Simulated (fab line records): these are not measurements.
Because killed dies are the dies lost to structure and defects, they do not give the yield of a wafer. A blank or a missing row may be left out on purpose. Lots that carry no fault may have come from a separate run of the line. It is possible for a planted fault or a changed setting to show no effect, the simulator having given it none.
The tool behind it: which one? / flow nand-harc / 33 wafers from 11 lots sampled at 6 of the route's 1302 steps

WHAT EACH GAUGE READ, for each wafer
NHARC_A_ONON_D1_THK_MEAS_30: measures by ellipsometry.
lot=L333; measured=day 8 14:31; on=film-metro-02; thk-nm (nm)=991 994 991
lot=L334; measured=day 8 23:33; on=film-metro-01; thk-nm (nm)=1001 1001 1000
lot=L335; measured=day 9 15:47; on=film-metro-01; thk-nm (nm)=982 979 981
lot=L340; measured=day 11 15:28; on=film-metro-01; thk-nm (nm)=999 1001 1000
lot=L342; measured=day 12 08:50; on=film-metro-01; thk-nm (nm)=1008 1008 1005
lot=L348; measured=day 15 04:25; on=film-metro-01; thk-nm (nm)=1002 1002 1001
lot=L350; measured=day 15 18:14; on=film-metro-02; thk-nm (nm)=1021 1022 1022
lot=L351; measured=day 16 04:41; on=film-metro-02; thk-nm (nm)=986 989 988
lot=L352; measured=day 16 18:20; on=film-metro-01; thk-nm (nm)=980 979 978
lot=L353; measured=day 16 18:37; on=film-metro-01; thk-nm (nm)=1006 1007 1007
lot=L354; measured=day 17 13:35; on=film-metro-01; thk-nm (nm)=993 994 992

NHARC_A_ONON_D1_THK_MEAS_34: measures by ellipsometry.
lot=L333; measured=day 8 14:59; on=film-metro-02; thk-nm (nm)=198 204 204
lot=L334; measured=day 9 00:10; on=film-metro-02; thk-nm (nm)=197 200 199
lot=L335; measured=day 9 16:16; on=film-metro-02; thk-nm (nm)=201 196 204
lot=L340; measured=day 11 15:56; on=film-metro-01; thk-nm (nm)=166 205 200 166 204 199
lot=L342; measured=day 12 09:19; on=film-metro-01; thk-nm (nm)=204 170 203 205 169 203
lot=L348; measured=day 15 04:53; on=film-metro-02; thk-nm (nm)=197 197 196
lot=L350; measured=day 15 18:41; on=film-metro-02; thk-nm (nm)=199 199 202
lot=L351; measured=day 16 05:16; on=film-metro-01; thk-nm (nm)=198 197 197
lot=L352; measured=day 16 18:49; on=film-metro-01; thk-nm (nm)=201 205 197
lot=L353; measured=day 16 19:08; on=film-metro-01; thk-nm (nm)=203 206 202
lot=L354; measured=day 17 14:03; on=film-metro-01; thk-nm (nm)=199 198 200

NHARC_END_SORT_01.
lot=L334; measured=day 24 20:43; on=prober-01; killed-at-array=38 44 35; killed-at-other=2 1 0; killed-at-periphery=8 8 4; killed-dies=48 53 39; killed-open=6 1 3; killed-short=4 1 3
lot=L335; measured=day 27 07:40; on=prober-01; killed-at-array=61 57 56; killed-at-other=2 4 4; killed-at-periphery=6 6 3; killed-dies=69 67 63; killed-open=4 3 0; killed-short=0 0 2
lot=L340; measured=day 27 20:23; on=prober-02; killed-at-array=30 31 25; killed-at-other=1 1 3; killed-at-periphery=1 3 0; killed-dies=32 35 28; killed-open=2 2 4; killed-short=1 1 1
lot=L342; measured=day 28 19:06; on=prober-02; killed-at-array=29; killed-at-other=0; killed-at-periphery=3; killed-dies=32; killed-open=3; killed-short=1

WHAT TOOL EACH LOT RAN ON (gives the tool, then ch and the chambers of the sampled wafers, and finally the start)
lot=L333; NHARC_A_ZERO_WELL_RTA_16=rtp-anneal-02 ch 0, day 7 03:05; NHARC_A_ONON_D1_DEP_33=pecvd-01 ch 0,2, day 8 14:37; NHARC_A_CHANNEL_HOLE_D1_DESCUM_15=rie-diel-03 ch 0,3, day 8 17:58
lot=L334; NHARC_A_ZERO_WELL_RTA_16=rtp-anneal-02 ch 0, day 7 15:02; NHARC_A_ONON_D1_DEP_33=pecvd-01 ch 1,2, day 8 23:41; NHARC_A_CHANNEL_HOLE_D1_DESCUM_15=rie-diel-07 ch 1,2,3, day 9 06:25
lot=L335; NHARC_A_ZERO_WELL_RTA_16=rtp-anneal-01 ch 0, day 8 02:24; NHARC_A_ONON_D1_DEP_33=pecvd-01 ch 0,2, day 9 15:50; NHARC_A_CHANNEL_HOLE_D1_DESCUM_15=rie-diel-03 ch 1,2,3, day 9 20:28
lot=L340; NHARC_A_ZERO_WELL_RTA_16=rtp-anneal-01 ch 0, day 10 04:34; NHARC_A_ONON_D1_DEP_33=pecvd-01 ch 0,1,2, day 11 15:31; NHARC_A_CHANNEL_HOLE_D1_DESCUM_15=rie-diel-03 ch 2,3, day 11 21:49
lot=L342; NHARC_A_ZERO_WELL_RTA_16=rtp-anneal-02 ch 0, day 11 01:53; NHARC_A_ONON_D1_DEP_33=pecvd-01 ch 0,1,2, day 12 08:54; NHARC_A_CHANNEL_HOLE_D1_DESCUM_15=rie-diel-07 ch 0,1,3, day 12 17:59
lot=L348; NHARC_A_ZERO_WELL_RTA_16=rtp-anneal-01 ch 0, day 13 19:21; NHARC_A_ONON_D1_DEP_33=pecvd-02 ch 0,1,2, day 15 04:28; NHARC_A_CHANNEL_HOLE_D1_DESCUM_15=rie-diel-03 ch 0,1,3, day 15 08:01
lot=L350; NHARC_A_ZERO_WELL_RTA_16=rtp-anneal-02 ch 0, day 14 07:40; NHARC_A_ONON_D1_DEP_33=pecvd-03 ch 0,2, day 15 18:17; NHARC_A_CHANNEL_HOLE_D1_DESCUM_15=rie-diel-07 ch 1,3, day 15 21:40
lot=L351; NHARC_A_ZERO_WELL_RTA_16=rtp-anneal-02 ch 0, day 14 17:11; NHARC_A_ONON_D1_DEP_33=pecvd-02 ch 0,1, day 16 04:50; NHARC_A_CHANNEL_HOLE_D1_DESCUM_15=rie-diel-03 ch 0,1, day 16 08:17
lot=L352; NHARC_A_ZERO_WELL_RTA_16=rtp-anneal-02 ch 0, day 15 08:33; NHARC_A_ONON_D1_DEP_33=pecvd-02 ch 1,2, day 16 18:24; NHARC_A_CHANNEL_HOLE_D1_DESCUM_15=rie-diel-03 ch 1,2,3, day 16 23:38
lot=L353; NHARC_A_ZERO_WELL_RTA_16=rtp-anneal-01 ch 0, day 15 12:11; NHARC_A_ONON_D1_DEP_33=pecvd-01 ch 0,1,2, day 16 18:43; NHARC_A_CHANNEL_HOLE_D1_DESCUM_15=rie-diel-03 ch 0,3, day 17 00:57
lot=L354; NHARC_A_ZERO_WELL_RTA_16=rtp-anneal-01 ch 0, day 16 01:34; NHARC_A_ONON_D1_DEP_33=pecvd-02 ch 0,1,2, day 17 13:46; NHARC_A_CHANNEL_HOLE_D1_DESCUM_15=rie-diel-03 ch 0,1,2, day 17 16:58
- NHARC_A_ZERO_WELL_RTA_16: time 10 s.
- NHARC_A_ONON_D1_DEP_33: deposits SiO2, target thk 200 nm.
- NHARC_A_CHANNEL_HOLE_D1_DESCUM_15: chemistry O2, time 3 s.

WHAT THE TOOLS THEMSELVES READ (means of the sampled wafers that have a number; where no wafer has one, the mark that the record gives instead)
NHARC_A_ZERO_WELL_RTA_16.
lot=L333; tool=rtp-anneal-02; lamp-power-pct (%)=29.34; wafer_temp_C_max=1005.4
lot=L334; tool=rtp-anneal-02; lamp-power-pct (%)=29.34; wafer_temp_C_max=1004.3
lot=L335; tool=rtp-anneal-01; lamp-power-pct (%)=29.42; wafer_temp_C_max=1008.5
lot=L340; tool=rtp-anneal-01; lamp-power-pct (%)=29.43; wafer_temp_C_max=1008.1
lot=L342; tool=rtp-anneal-02; lamp-power-pct (%)=29.36; wafer_temp_C_max=1004.4
lot=L348; tool=rtp-anneal-01; lamp-power-pct (%)=29.46; wafer_temp_C_max=1008.8
lot=L350; tool=rtp-anneal-02; lamp-power-pct (%)=29.36; wafer_temp_C_max=1004.9
lot=L351; tool=rtp-anneal-02; lamp-power-pct (%)=29.28; wafer_temp_C_max=1003.7
lot=L352; tool=rtp-anneal-02; lamp-power-pct (%)=29.35; wafer_temp_C_max=1005.3
lot=L353; tool=rtp-anneal-01; lamp-power-pct (%)=29.47; wafer_temp_C_max=1007.7
lot=L354; tool=rtp-anneal-01; lamp-power-pct (%)=29.47; wafer_temp_C_max=1006.4

NHARC_A_ONON_D1_DEP_33.
lot=L333; tool=pecvd-01; chamber-pressure-Torr (Torr)=6.506; heater-power-w (W)=533; mfc-precursor-sccm (sccm)=161.7; showerhead-vpp-V (V)=1868; throttle-valve-pct (%)=15.8
lot=L334; tool=pecvd-01; chamber-pressure-Torr (Torr)=6.519; heater-power-w (W)=540; mfc-precursor-sccm (sccm)=161.5; showerhead-vpp-V (V)=1876; throttle-valve-pct (%)=15.8
lot=L335; tool=pecvd-01; chamber-pressure-Torr (Torr)=6.528; heater-power-w (W)=521; mfc-precursor-sccm (sccm)=161.6; showerhead-vpp-V (V)=1843; throttle-valve-pct (%)=15.9
lot=L340; tool=pecvd-01; chamber-pressure-Torr (Torr)=6.489; heater-power-w (W)=457; mfc-precursor-sccm (sccm)=152.6; showerhead-vpp-V (V)=1854; throttle-valve-pct (%)=15.9
lot=L342; tool=pecvd-01; chamber-pressure-Torr (Torr)=6.501; heater-power-w (W)=489; mfc-precursor-sccm (sccm)=152.2; showerhead-vpp-V (V)=1855; throttle-valve-pct (%)=15.7
lot=L348; tool=pecvd-02; chamber-pressure-Torr (Torr)=6.496; heater-power-w (W)=563; mfc-precursor-sccm (sccm)=161.4; showerhead-vpp-V (V)=1778; throttle-valve-pct (%)=16.5
lot=L350; tool=pecvd-03; chamber-pressure-Torr (Torr)=6.483; heater-power-w (W)=600; mfc-precursor-sccm (sccm)=161.5; showerhead-vpp-V (V)=1727; throttle-valve-pct (%)=16.3
lot=L351; tool=pecvd-02; chamber-pressure-Torr (Torr)=6.497; heater-power-w (W)=619; mfc-precursor-sccm (sccm)=160.9; showerhead-vpp-V (V)=1787; throttle-valve-pct (%)=16.7
lot=L352; tool=pecvd-02; chamber-pressure-Torr (Torr)=6.516; heater-power-w (W)=565; mfc-precursor-sccm (sccm)=161.1; showerhead-vpp-V (V)=1754; throttle-valve-pct (%)=16.5
lot=L353; tool=pecvd-01; chamber-pressure-Torr (Torr)=6.497; heater-power-w (W)=495; mfc-precursor-sccm (sccm)=161.2; showerhead-vpp-V (V)=1838; throttle-valve-pct (%)=15.8
lot=L354; tool=pecvd-02; chamber-pressure-Torr (Torr)=6.498; heater-power-w (W)=595; mfc-precursor-sccm (sccm)=160.9; showerhead-vpp-V (V)=1782; throttle-valve-pct (%)=16.6

NHARC_A_CHANNEL_HOLE_D1_DESCUM_15.
lot=L333; tool=rie-diel-03; chamber-pressure-mTorr (mTorr)=60.03; drypump-motor-current-A (A)=6.0; oes-product-au (a.u.)=0.983; rf-vpp-V (V)=57.5; showerhead-plenum-p-Torr (Torr)=1.89; throttle-valve-pct (%)=11.315
lot=L334; tool=rie-diel-07; chamber-pressure-mTorr (mTorr)=59.94; drypump-motor-current-A (A)=5.8; oes-product-au (a.u.)=0.997; rf-vpp-V (V)=57.1; showerhead-plenum-p-Torr (Torr)=1.93; throttle-valve-pct (%)=11.309
lot=L335; tool=rie-diel-03; chamber-pressure-mTorr (mTorr)=60.02; drypump-motor-current-A (A)=6.3; oes-product-au (a.u.)=0.996; rf-vpp-V (V)=57.8; showerhead-plenum-p-Torr (Torr)=1.89; throttle-valve-pct (%)=11.309
lot=L340; tool=rie-diel-03; chamber-pressure-mTorr (mTorr)=59.99; drypump-motor-current-A (A)=6.1; oes-product-au (a.u.)=0.999; rf-vpp-V (V)=57.3; showerhead-plenum-p-Torr (Torr)=1.88; throttle-valve-pct (%)=11.312
lot=L342; tool=rie-diel-07; chamber-pressure-mTorr (mTorr)=59.97; drypump-motor-current-A (A)=5.6; oes-product-au (a.u.)=0.996; rf-vpp-V (V)=58.5; showerhead-plenum-p-Torr (Torr)=1.97; throttle-valve-pct (%)=11.312
lot=L348; tool=rie-diel-03; chamber-pressure-mTorr (mTorr)=60.03; drypump-motor-current-A (A)=6.2; oes-product-au (a.u.)=0.991; rf-vpp-V (V)=57.8; showerhead-plenum-p-Torr (Torr)=1.89; throttle-valve-pct (%)=11.309
lot=L350; tool=rie-diel-07; chamber-pressure-mTorr (mTorr)=59.97; drypump-motor-current-A (A)=5.4; oes-product-au (a.u.)=1.009; rf-vpp-V (V)=57.7; showerhead-plenum-p-Torr (Torr)=1.92; throttle-valve-pct (%)=11.305
lot=L351; tool=rie-diel-03; chamber-pressure-mTorr (mTorr)=59.94; drypump-motor-current-A (A)=6.3; oes-product-au (a.u.)=0.995; rf-vpp-V (V)=57.4; showerhead-plenum-p-Torr (Torr)=1.90; throttle-valve-pct (%)=11.303
lot=L352; tool=rie-diel-03; chamber-pressure-mTorr (mTorr)=60.00; drypump-motor-current-A (A)=6.2; oes-product-au (a.u.)=0.993; rf-vpp-V (V)=57.5; showerhead-plenum-p-Torr (Torr)=1.88; throttle-valve-pct (%)=11.307
lot=L353; tool=rie-diel-03; chamber-pressure-mTorr (mTorr)=59.93; drypump-motor-current-A (A)=5.9; oes-product-au (a.u.)=0.984; rf-vpp-V (V)=57.3; showerhead-plenum-p-Torr (Torr)=1.84; throttle-valve-pct (%)=11.313
lot=L354; tool=rie-diel-03; chamber-pressure-mTorr (mTorr)=60.03; drypump-motor-current-A (A)=6.1; oes-product-au (a.u.)=0.986; rf-vpp-V (V)=57.2; showerhead-plenum-p-Torr (Torr)=1.85; throttle-valve-pct (%)=11.300

THE ANSWER, worked out from the rows above alone
Rule: usual is defined by the lots themselves. The widest of any qualifying gaps counts: lots, ordered by their means at a reading, are off when they make up no more than a third of the lots, leave a main group of 4 or more, and stand apart from it by 3 or more times the standard deviation of that group's means. If all means in a main group match to the digits the tables above print for the reading, that group is not used. Also off: a lot with no number at a reading for which 4 or more lots have one. All remaining lots with rows at the step are treated as sound. After the gauges, taken in route order, come the tools' own readings; for these a lot's mean is taken, as printed above. The first step at which some lot is off is used, and at that step the reading that is off furthest; a lot without a number counts as furthest.
Off: L340, L342, at NHARC_A_ONON_D1_DEP_33 (mfc-precursor-sccm). Mean 161.3 sccm and standard deviation 0.28 in the main group.
If a tool, at that step or one of the process steps before it, ran each lot that is off and ran no sound lot following the first of them, it fits. No candidate that was tried fits.

WHAT THE SIMULATOR PUT IN
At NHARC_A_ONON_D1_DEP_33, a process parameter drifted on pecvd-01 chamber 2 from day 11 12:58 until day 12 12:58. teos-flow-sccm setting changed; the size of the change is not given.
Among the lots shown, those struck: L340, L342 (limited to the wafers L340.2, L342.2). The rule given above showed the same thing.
